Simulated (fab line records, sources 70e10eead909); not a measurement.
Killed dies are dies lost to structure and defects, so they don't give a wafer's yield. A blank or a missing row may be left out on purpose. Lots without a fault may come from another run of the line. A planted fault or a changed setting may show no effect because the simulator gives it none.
Which tool did it? | flow nand_harc | 14 lots, 42 wafers sampled, at 5 steps of a route of 1302

WHAT THE GAUGES READ, wafer by wafer
NHARC_A_SLIT_CD_MEAS_21.
lot  | measured     | on        | cd_nm (nm)
L449 | day 20 22:43 | cd_sem-02 | 290.9 289.7 289.0
L451 | day 21 00:21 | cd_sem-01 | 291.2 290.4 290.3
L450 | day 21 05:32 | cd_sem-03 | 287.8 287.5 287.8
L452 | day 21 13:10 | cd_sem-02 | 289.7 290.9 289.3
L453 | day 21 13:29 | cd_sem-01 | 290.2 289.1 288.8
L455 | day 22 17:11 | cd_sem-02 | 290.3 289.5 290.0
L454 | day 22 21:04 | cd_sem-03 | 290.0 290.2 291.4
L456 | day 23 09:24 | cd_sem-02 | 290.3 289.2 289.3
L460 | day 24 13:53 | cd_sem-02 | 290.9 290.1 289.9
L463 | day 25 14:40 | cd_sem-02 | 290.1 291.0 289.9
L461 | day 25 18:30 | cd_sem-03 | 288.7 288.2 288.7
L464 | day 27 02:18 | cd_sem-03 | 288.9 289.7 288.3
L470 | day 29 07:43 | cd_sem-03 | 288.9 290.9 289.7
L471 | day 29 20:05 | cd_sem-01 | 288.1 289.5 290.9

NHARC_A_WL_FILL_INSPECT_15.
lot  | measured     | on                | raw_defect_count
L449 | day 21 22:48 | defect_inspect-02 | 450 513 471
L451 | day 22 01:47 | defect_inspect-01 | 312 368 240
L450 | day 22 10:37 | defect_inspect-02 | 554 427 469
L452 | day 22 13:47 | defect_inspect-01 | 507 544 734
L453 | day 22 13:48 | defect_inspect-01 | 643 500 456
L455 | day 23 21:32 | defect_inspect-01 | 504 477 411
L454 | day 23 21:38 | defect_inspect-02 | 423 531 409
L456 | day 24 09:41 | defect_inspect-02 | 368 364 412
L460 | day 25 16:58 | defect_inspect-02 | 592 620 593
L463 | day 26 15:30 | defect_inspect-01 | 546 576 443
L461 | day 26 20:44 | defect_inspect-01 | 444 438 501
L464 | day 28 02:28 | defect_inspect-02 | 769 652 675
L470 | day 30 08:06 | defect_inspect-02 | 396 464 310
L471 | day 30 21:10 | defect_inspect-01 | 351 555 358

NHARC_A_CONTACT_CD_MEAS_42: target cd 300 nm.
lot  | measured     | on        | cd_nm (nm)
L449 | day 22 04:40 | cd_sem-03 | 300.8 301.2 300.3
L451 | day 22 08:40 | cd_sem-02 | 300.3 299.6 298.7
L450 | day 22 17:55 | cd_sem-03 | 299.1 299.5 299.9
L452 | day 22 22:08 | cd_sem-03 | 300.2 301.9 300.3
L453 | day 22 22:37 | cd_sem-02 | 300.2 300.0 300.9
L455 | day 24 03:26 | cd_sem-03 | 299.7 300.6 300.5
L454 | day 24 03:37 | cd_sem-01 | 299.6 300.6 299.7
L456 | day 24 17:40 | cd_sem-03 | 301.0 300.5 300.4
L460 | day 25 22:31 | cd_sem-02 | 300.4 300.1 299.7
L463 | day 26 23:54 | cd_sem-03 | 299.7 299.2 299.5
L461 | day 27 04:32 | cd_sem-02 | 301.7 300.9 300.2
L464 | day 28 09:13 | cd_sem-03 | 301.5 301.0 300.0
L470 | day 30 13:56 | cd_sem-02 | 299.8 299.1 301.2
L471 | day 31 03:46 | cd_sem-01 | 300.4 299.2 299.4

NHARC_END_SORT_01.
lot  | measured     | on        | killed_at_array | killed_at_other | killed_at_periphery | killed_dies | killed_open | killed_short
L460 | day 28 19:52 | prober-01 | 37 46 31        | 1 0 0           | 5 1 2               | 43 47 33    | 6 4 5       | 4 3 1
L463 | day 29 22:18 | prober-02 | 58 64 58        | 2 1 3           | 4 6 1               | 64 71 62    | 2 3 1       | 7 3 0
L461 | day 30 07:37 | prober-01 | 54 64 49        | 1 1 1           | 4 6 5               | 59 71 55    | 1 6 5       | 1 3 4

WHICH TOOL RAN EACH LOT (tool, then ch and the chambers of the sampled wafers, then the start)
lot  | NHARC_A_CONTACT_DEP_29
L449 | pecvd-02 ch 1,2, day 22 03:58
L451 | pecvd-01 ch 1,2, day 22 07:59
L450 | pecvd-03 ch 1,2, day 22 17:11
L452 | pecvd-02 ch 1,2, day 22 21:25
L453 | pecvd-03 ch 1,2, day 22 21:58
L455 | pecvd-01 ch 0,2, day 24 02:45
L454 | pecvd-01 ch 1,2, day 24 02:53
L456 | pecvd-02 ch 0,1, day 24 16:59
L460 | pecvd-03 ch 0,2, day 25 21:55
L463 | pecvd-03 ch 0,2, day 26 23:18
L461 | pecvd-03 ch 1,2, day 27 03:53
L464 | pecvd-01 ch 1,2, day 28 08:31
L470 | pecvd-02 ch 0,1,2, day 30 13:05
L471 | pecvd-02 ch 0,1,2, day 31 03:02
- NHARC_A_CONTACT_DEP_29: deposits SiON, target thk 100 nm.

WHAT THE TOOLS THEMSELVES READ (means of the sampled wafers that have a number; where no wafer has one, the mark that the record gives instead)
NHARC_A_CONTACT_DEP_29.
lot  | tool     | chamber_pressure_Torr (Torr) | heater_power_w (W) | rf_fwd_power_W (W)
L449 | pecvd-02 | 3.498                        | 840                | 348.0
L451 | pecvd-01 | 3.507                        | 892                | 348.3
L450 | pecvd-03 | 3.498                        | 658                | 348.3
L452 | pecvd-02 | 3.498                        | 874                | 348.9
L453 | pecvd-03 | 3.492                        | 612                | 349.6
L455 | pecvd-01 | 3.497                        | 783                | 347.6
L454 | pecvd-01 | 3.499                        | 918                | 348.7
L456 | pecvd-02 | 3.499                        | 849                | 350.0
L460 | pecvd-03 | 3.503                        | 727                | 405.3
L463 | pecvd-03 | 3.504                        | 718                | 404.4
L461 | pecvd-03 | 3.502                        | 630                | 403.9
L464 | pecvd-01 | 3.503                        | 869                | 348.1
L470 | pecvd-02 | 3.500                        | 752                | 348.6
L471 | pecvd-02 | 3.496                        | 793                | 349.5

THE ANSWER, worked out from the rows above alone
Rule: what is usual is taken from the lots themselves. Put in order of their means at a reading, lots are off if they are a third of the lots or fewer, leave a main group of 4 or more, and stand apart from it by a gap of 3 or more times the standard deviation of the main group's means; of several such gaps the widest counts. A main group whose means are all the same, to the digits that the tables above print for the reading, isn't used. A lot without any number at a reading at which 4 lots or more have one is off too. The other lots that the step has rows for count as sound. The gauges are gone through in route order, then the tools' own readings, and for those a lot's mean is taken as printed above. The first step at which some lot is off is used, and at that step the reading that is off furthest; a lot without a number counts as furthest.
Off: L460, L463, L461, at NHARC_A_CONTACT_DEP_29 (rf_fwd_power_W). The main group: mean 348.7 W, standard deviation 0.71.
A tool fits if, at that step or a process step before it, it ran every lot that is off, and no sound lot after the first of them. One fits: pecvd-03 at NHARC_A_CONTACT_DEP_29. Its last sound lot is L453 (day 22 21:58), its first lot that is off L460 (day 25 21:55): a fault that began between those two fits.
The tool's own readings at NHARC_A_CONTACT_DEP_29 bear it out: on the lots that are off they differ by more than 5 times the standard deviation of the sound lots' means. rf_fwd_power_W reads 404.5 W there against 348.7 W on the sound lots.

WHAT THE SIMULATOR HAD PUT IN
Process parameter drift: pecvd-03, from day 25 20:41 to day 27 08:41, at NHARC_A_CONTACT_DEP_29. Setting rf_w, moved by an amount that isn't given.
Lots struck among those shown: L460, L463, L461. The rule above found the same.
